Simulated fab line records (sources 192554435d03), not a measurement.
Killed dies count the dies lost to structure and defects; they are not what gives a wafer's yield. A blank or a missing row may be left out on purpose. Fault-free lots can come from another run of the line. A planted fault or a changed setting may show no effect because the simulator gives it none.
Which tool is to blame? ; flow n5-finfet ; 60 wafers from 20 lots sampled at 2 of the route's 1938 steps

== WHAT THE GAUGES READ, wafer by wafer ==
N5_BEOL_M11_INSPECT_30: inspects for defects (brightfield). Usual: raw-defect-count reads 484 (standard deviation 110).
lot;measured;on;raw-defect-count;flag
L075;day 11 13:29;defect-inspect-02;549 563 378;
L074;day 11 15:40;defect-inspect-01;364 596 540;
L076;day 12 02:56;defect-inspect-01;410 425 253;
L077;day 12 06:32;defect-inspect-02;431 344 432;
L078;day 12 11:10;defect-inspect-02;793 519 606;
L080;day 12 13:50;defect-inspect-01;554 503 609;
L081;day 13 17:34;defect-inspect-01;296 348 380;
L082;day 14 04:51;defect-inspect-01;368 440 521;
L084;day 14 04:41;defect-inspect-02;296 530 416;
L088;day 14 06:43;defect-inspect-02;378 523 548;
L085;day 14 12:26;defect-inspect-02;499 456 422;
L086;day 14 21:47;defect-inspect-02;417 503 501;
L089;day 15 04:03;defect-inspect-02;536 620 441;
L092;day 15 09:52;defect-inspect-02;765 632 581;
L091;day 15 17:28;defect-inspect-02;640 572 400;
L093;day 16 01:14;defect-inspect-02;450 391 479;
L094;day 16 03:01;defect-inspect-01;484 446 354;
L095;day 16 10:38;defect-inspect-01;433 409 474;
L096;day 17 05:46;defect-inspect-02;369 399 521;
L097;day 17 14:35;defect-inspect-02;476 409 287;

== WHAT TOOL EACH LOT RAN ON (gives the tool, then ch and the chambers of the sampled wafers, and finally the start) ==
lot;N5_BEOL_M10_TRENCH_ETCH_37
L075;rie-diel-01 ch 0,1,2, day 11 13:29 or earlier
L074;rie-diel-01 ch 1,2,3, day 11 15:40 or earlier
L076;rie-diel-01 ch 1,2,3, day 12 02:56 or earlier
L077;rie-diel-06 ch 0,1,3, day 12 06:32 or earlier
L078;rie-diel-06 ch 0,2,3, day 12 11:10 or earlier
L080;rie-diel-03 ch 0,1,3, day 12 13:50 or earlier
L081;rie-diel-06 ch 1,3, day 13 17:34 or earlier
L082;rie-diel-03 ch 0,1,3, day 14 04:51 or earlier
L084;rie-diel-01 ch 0,1,3, day 14 04:41 or earlier
L088;rie-diel-01 ch 0,1,3, day 14 06:43 or earlier
L085;rie-diel-03 ch 0,1,3, day 14 12:26 or earlier
L086;rie-diel-01 ch 0,3, day 14 21:47 or earlier
L089;rie-diel-01 ch 1,2, day 15 04:03 or earlier
L092;rie-diel-01 ch 0,1,2, day 15 09:52 or earlier
L091;rie-diel-06 ch 0,1,2, day 15 17:28 or earlier
L093;rie-diel-06 ch 0,2,3, day 16 01:14 or earlier
L094;rie-diel-01 ch 0,1,2, day 16 03:01 or earlier
L095;rie-diel-06 ch 0,2,3, day 16 10:38 or earlier
L096;rie-diel-01 ch 1,3, day 17 05:46 or earlier
L097;rie-diel-06 ch 0,3, day 17 14:35 or earlier
- N5_BEOL_M10_TRENCH_ETCH_37: etches SiCOH lowk in C4F6/O2, target depth 148.83 nm, time 48 s.

== WHAT THE TOOLS THEMSELVES READ (means of the sampled wafers that have a number; where no wafer has one, the mark that the record gives instead) ==
N5_BEOL_M10_TRENCH_ETCH_37. Usual: bias-w 185.0 W, standard deviation 0.58; chamber-pressure-mTorr 30.000 mTorr, standard deviation 0.027; drypump-motor-current-A 5.6 A, standard deviation 0.35; mfc-ar-sccm 300.0 sccm, standard deviation 0.93; oes_f_703_au 0.79 a.u., standard deviation 0.1; oes_o_777_au 0.79 a.u., standard deviation 0.11; oes-product-au 0.80 a.u., standard deviation 0.1; rf-vpp-V 667 V, standard deviation 9.4; showerhead-plenum-p-Torr 2.84 Torr, standard deviation 0.1; throttle-valve-pct 20.97 %, standard deviation 0.24.
lot;tool;bias-w (W);chamber-pressure-mTorr (mTorr);drypump-motor-current-A (A);mfc-ar-sccm (sccm);oes_f_703_au (a.u.);oes_o_777_au (a.u.);oes-product-au (a.u.);rf-vpp-V (V);showerhead-plenum-p-Torr (Torr);throttle-valve-pct (%);flag
L075;rie-diel-01;185.0;30.002;5.5;299.3;0.70;0.70;0.69;661;2.82;21.19;
L074;rie-diel-01;184.9;30.003;5.5;299.8;0.70;0.70;0.69;659;2.77;21.15;
L076;rie-diel-01;185.3;29.969;5.5;300.1;0.70;0.70;0.69;659;2.77;21.17;
L077;rie-diel-06;185.1;30.009;5.8;300.1;0.81;0.81;0.83;665;2.76;20.88;
L078;rie-diel-06;184.8;29.989;5.8;300.7;0.81;0.82;0.82;674;2.80;20.96;
L080;rie-diel-03;184.7;29.993;5.9;299.0;0.81;0.82;0.81;669;2.87;20.95;
L081;rie-diel-06;185.8;30.017;5.6;299.5;0.83;0.81;0.84;660;2.77;20.97;
L082;rie-diel-03;184.7;29.984;5.9;300.3;0.80;0.80;0.80;670;2.87;20.98;
L084;rie-diel-01;184.5;30.005;5.5;300.5;0.78;0.79;0.79;671;2.92;21.04;
L088;rie-diel-01;184.9;29.990;5.4;300.0;0.78;0.78;0.78;670;2.92;21.06;
L085;rie-diel-03;185.0;30.003;5.9;299.2;0.79;0.80;0.79;669;2.87;20.98;
L086;rie-diel-01;185.7;30.008;5.5;299.7;0.67;0.66;0.68;670;2.88;21.03;
L089;rie-diel-01;185.5;29.988;5.5;301.1;0.96;0.98;0.94;665;2.95;21.02;
L092;rie-diel-01;185.2;29.991;5.5;299.4;0.85;0.86;0.86;665;2.92;20.98;
L091;rie-diel-06;183.9;30.031;5.8;299.9;0.79;0.80;0.80;671;2.78;20.72;
L093;rie-diel-06;184.7;29.999;5.8;300.0;0.78;0.78;0.79;673;2.79;20.99;
L094;rie-diel-01;185.1;29.995;5.5;300.0;0.84;0.84;0.83;666;2.91;20.99;
L095;rie-diel-06;185.2;29.984;5.8;299.8;0.77;0.77;0.79;673;2.79;20.99;
L096;rie-diel-01;186.0;29.997;5.4;300.0;0.91;0.92;0.91;668;2.86;20.79;
L097;rie-diel-06;184.7;29.973;5.8;300.0;0.76;0.75;0.77;668;2.75;21.20;

== THE ANSWER, worked out from the rows above alone ==
Rule: take the mean of a lot's wafers that have a number; if it is more than 3 standard deviations from the usual mean, the lot is off. A lot without any number at a reading at which 4 lots or more have one is off too. The other lots that the step has rows for count as sound. After the gauges, taken in route order, come the tools' own readings; for these a lot's mean is taken, as printed above. At the first step where some lot is off, the reading lying furthest off is the one used; lots without a number count as furthest.
No lot is off at any reading shown: from this, nothing can be told.

== WHAT THE SIMULATOR HAD PUT IN ==
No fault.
